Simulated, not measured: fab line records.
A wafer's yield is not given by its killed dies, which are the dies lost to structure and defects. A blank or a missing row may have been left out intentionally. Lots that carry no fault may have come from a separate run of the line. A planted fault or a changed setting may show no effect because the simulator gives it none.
A struck lot beside a sound one | flow n5-finfet | 15 out of 1938 route steps
Sound: the wafers L673.1, L673.5, L673.6. Struck: wafers L680.3, L680.5. (L680.4 of the same lot was not struck and is left out.) The cause comes at the end.
For every step that has rows: the tool of each side, followed by ch and its chambers, followed by its first start. Under that, the readings that differ: sound wafers | struck wafers | difference of the means | sigmas: that difference in standard deviations of wafers without a fault.
alike: same words and numbers on both sides, and readings whose means sit less than 2 such deviations apart. not compared: any withheld reading, any reading some wafer has no value for, any bound like >300 that may hide the same value, and any number with overlapping values for which the record gives no deviation.
The two part at a step that has a row with sigmas, a row that says differs or no value, or rows on one side only. When numbers do not overlap yet have no deviation, they are printed without sigmas and do not part them. A reading that every wafer of one side lacks parts them only if that side has two wafers or more.

first, 1 step without rows for these wafers: N5_BEOL_M3_DEVELOP_27 (develop time 30 s).
N5_BEOL_M3_CD_MEAS_28: target cd 25.7 nm, target cd y 23.3 nm.
  sound on cd-sem-01 ch 0, day 11 09:23; struck on cd-sem-03 ch 0, day 12 20:11
  alike: cd-nm
N5_BEOL_M3_OVL_MEAS_29:
  sound on overlay-02 ch 0, day 11 09:25; struck on overlay-01 ch 0, day 12 20:14
  alike: V2_OVL
N5_BEOL_M3_INSPECT_30: inspects for defects (brightfield).
  sound on defect-inspect-02 at day 11 09:28; struck on defect-inspect-02 at day 12 20:17
  alike: raw-defect-count
then, 1 step without rows for these wafers: N5_BEOL_M3_DESCUM_33 (chemistry O2, time 7 s).
N5_BEOL_M3_ETCH_77: etches underlayer in N2/H2, target depth 6.5 nm, time 5.2 s.
  sound on rie-diel-05 ch 0,3, day 11 09:32; struck on rie-diel-05 ch 2, day 12 20:20
  reading                | sound             | struck      | difference | sigmas
  throttle-valve-pct (%) | 17.76 17.75 17.69 | 18.41 18.43 | +0.69      | +3
  alike: drypump-motor-current-A, etch-rf-on-time-s, oes-product-au, rf-vpp-V, showerhead-plenum-p-Torr
  not compared: rf-hours-counter-h
N5_BEOL_M3_ETCH_69: etches SiARC in CF4, target depth 15.6 nm, time 26 s.
  sound on rie-diel-05 ch 0,3, day 11 09:34; struck on rie-diel-05 ch 2, day 12 20:22
  reading                | sound             | struck      | difference | sigmas
  throttle-valve-pct (%) | 15.44 15.46 15.40 | 16.08 16.07 | +0.64      | +3
  alike: drypump-motor-current-A, etch-rf-on-time-s, mfc-ar-sccm, oes-product-au, rf-vpp-V, showerhead-plenum-p-Torr
  not compared: rf-hours-counter-h
N5_BEOL_M3_ALD_98: deposits SiO2, target thk 2.5 nm, pulse time 1 s, co reactant pulse time 1 s.
  sound on ald-sin-03 ch 0,3, day 11 09:41; struck on ald-sin-01 ch 0,3, day 12 20:26
  alike: heater-power-w, precursor-pulse-height-rel
N5_BEOL_M3_ETCHBACK_99: etches SiO2 in CHF3, target depth 5 nm, time 10.4 s.
  sound on rie-diel-05 ch 0,1,2, day 11 11:16; struck on rie-diel-05 ch 2, day 13 03:34
  alike: drypump-motor-current-A, mfc-ar-sccm, oes-product-au, rf-vpp-V, showerhead-plenum-p-Torr, throttle-valve-pct
  not compared: rf-hours-counter-h
N5_BEOL_M3_ETCH_70: etches SOC in N2/H2, target depth 80 nm, overetch 16 nm, time 120 s.
  sound on rie-diel-05 ch 0,1,2, day 11 11:18; struck on rie-diel-05 ch 2, day 13 03:36
  alike: drypump-motor-current-A, oes-product-au, rf-vpp-V, showerhead-plenum-p-Torr, temp-c, throttle-valve-pct
  not compared: rf-hours-counter-h
then, 2 steps without rows for these wafers: N5_BEOL_M3_STRIP_71 (strips in N2/H2); N5_BEOL_M3_STRIP_78 (strips in N2/H2).
N5_BEOL_M3_VIA_ETCH_34: etches the open film in C4F6/O2, target depth 69.4 nm, time 65.9 s.
  sound on rie-diel-05 ch 0,1,2, day 11 11:24; struck on rie-diel-05 ch 2, day 13 03:42
  reading                                  | sound             | struck    | difference | sigmas
  model.etch.depth-nm (nm)                 | 69.38 66.93 70.27 | 103.6 104 | +34.9      |
  model.SOC_of_BEOL_M3_COAT_67.thk-nm (nm) | 51.8 52.4 52      | 48 48     | -4         |
  alike: drypump-motor-current-A, mfc-ar-sccm, oes-product-au, rf-vpp-V, showerhead-plenum-p-Torr, throttle-valve-pct
  not compared: rf-hours-counter-h
then, 1 step without rows for these wafers: N5_BEOL_M3_STRIP_83 (strips in C4F6/O2).
N5_BEOL_M4_RC_MEAS_101:
  sound on prober-02 ch 0, day 12 22:34; struck on prober-02 ch 0, day 14 15:31
  alike: DIBL_N, DIBL_P, IOFF_N, IOFF_P, ION_N, ION_P, SS_N, SS_P, VT_N, VT_P

== WHERE THEY PART ==
Last at N5_BEOL_M3_ETCH_69 as far as this record goes, first at N5_BEOL_M3_ETCH_77. Later steps at which nothing parts them and some readings are alike: N5_BEOL_M3_ALD_98, N5_BEOL_M3_ETCHBACK_99, N5_BEOL_M3_ETCH_70, N5_BEOL_M3_VIA_ETCH_34, N5_BEOL_M4_RC_MEAS_101.

WHY: the cause the simulator had injected
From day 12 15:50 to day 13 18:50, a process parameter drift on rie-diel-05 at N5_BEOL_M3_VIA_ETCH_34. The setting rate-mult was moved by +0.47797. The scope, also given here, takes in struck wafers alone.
